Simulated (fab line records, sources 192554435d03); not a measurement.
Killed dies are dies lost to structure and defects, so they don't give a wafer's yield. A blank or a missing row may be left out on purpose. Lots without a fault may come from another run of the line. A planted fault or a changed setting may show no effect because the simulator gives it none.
Chamber matching | flow n5_finfet | N5_MOL_CONTACT_COAG_ALD_27 on ald_sin-04: 4 sister chambers
The step deposits SiOC, target thk 17 nm, pulse time 1.5 s, time 2720 s. 24 wafers are shown with their chamber, then 12 later ones without.

WAFERS WITH THEIR CHAMBER
wafer  | chamber | heater_power_w (W) | chamber_pressure_Torr (Torr) | precursor_pulse_height_rel
L079.3 | 2       | 983                | 2.002                        | 0.945
L079.4 | 0       | 867                | 2.003                        | 1.021
L079.6 | 1       | 881                | 2.002                        | 0.999
L082.1 | 0       | 858                | 2.000                        | 1.035
L082.4 | 2       | 957                | 2.000                        | 1.018
L082.6 | 1       | 877                | 2.002                        | 1.020
L083.2 | 0       | 851                | 1.996                        | 1.001
L083.5 | 1       | 890                | 2.004                        | 1.018
L083.6 | 2       | 970                | 2.004                        | 0.985
L084.3 | 2       | 1001               | 2.002                        | 1.000
L084.4 | 0       | 843                | 2.001                        | 0.973
L084.5 | 3       | 945                | 1.998                        | 0.978
L086.2 | 1       | 880                | 1.999                        | 1.008
L086.4 | 0       | 877                | 2.000                        | 0.989
L086.6 | 1       | 870                | 1.997                        | 0.974
L087.1 | 0       | 858                | 2.008                        | 1.003
L087.4 | 1       | 871                | 2.007                        | 0.995
L087.6 | 0       | 875                | 2.005                        | 0.981
L088.2 | 1       | 876                | 1.996                        | 0.962
L088.3 | 3       | 938                | 1.997                        | 0.977
L088.4 | 0       | 856                | 2.008                        | 0.959
L089.2 | 0       | 883                | 1.996                        | 0.947
L089.4 | 1       | 868                | 2.004                        | 1.035
L089.6 | 0       | 863                | 1.997                        | 1.017

SIGNATURES (means of the wafers above)
reading                    | chamber 0 | chamber 1 | chamber 2 | chamber 3 | scatter within a chamber
heater_power_w             | 863.10    | 876.62    | 977.75    | 941.50    | 11.9
chamber_pressure_Torr      | 2.00140   | 2.00137   | 2.00200   | 1.99750   | 0.00383
precursor_pulse_height_rel | 0.99260   | 1.00137   | 0.98700   | 0.97750   | 0.0266
Rule: a wafer's distance from a chamber is the root of the sum, over the readings, of the square of ((its reading less the chamber's mean) divided by the reading's scatter). The wafer belongs to the nearest chamber; if the next one is less than 2 further off, it can't be placed. The scatter: the root of (the sum of the squares of (reading less its chamber's mean) over the shown wafers, divided by (wafers less chambers)).

WAFERS WITHOUT THEIR CHAMBER
wafer  | heater_power_w (W) | chamber_pressure_Torr (Torr) | precursor_pulse_height_rel
L090.2 | 952                | 2.010                        | 1.007
L090.3 | 885                | 1.996                        | 0.962
L090.4 | 968                | 1.991                        | 0.996
L093.1 | 955                | 1.996                        | 1.004
L093.3 | 885                | 2.002                        | 0.990
L093.4 | 869                | 2.000                        | 0.982
L095.2 | 958                | 2.000                        | 0.991
L095.5 | 878                | 1.999                        | 0.962
L095.6 | 886                | 2.003                        | 1.009
L096.1 | 934                | 2.002                        | 0.968
L096.4 | 863                | 2.011                        | 1.013
L096.6 | 859                | 2.006                        | 0.977

WHICH CHAMBER EACH WENT THROUGH
wafer  | from the rows above     | in truth
L090.2 | can't be placed: 2 or 3 | 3
L090.3 | can't be placed: 1 or 0 | 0
L090.4 | can't be placed: 3 or 2 | 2
L093.1 | can't be placed: 3 or 2 | 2
L093.3 | can't be placed: 1 or 0 | 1
L093.4 | can't be placed: 0 or 1 | 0
L095.2 | can't be placed: 3 or 2 | 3
L095.5 | can't be placed: 1 or 0 | 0
L095.6 | can't be placed: 1 or 0 | 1
L096.1 | 3                       | 3
L096.4 | can't be placed: 0 or 1 | 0
L096.6 | can't be placed: 0 or 1 | 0
Placed correctly: 1 of 12. Can't be placed from these rows: 11 (the true chamber is among the candidates in 11). Placed wrongly: 0.
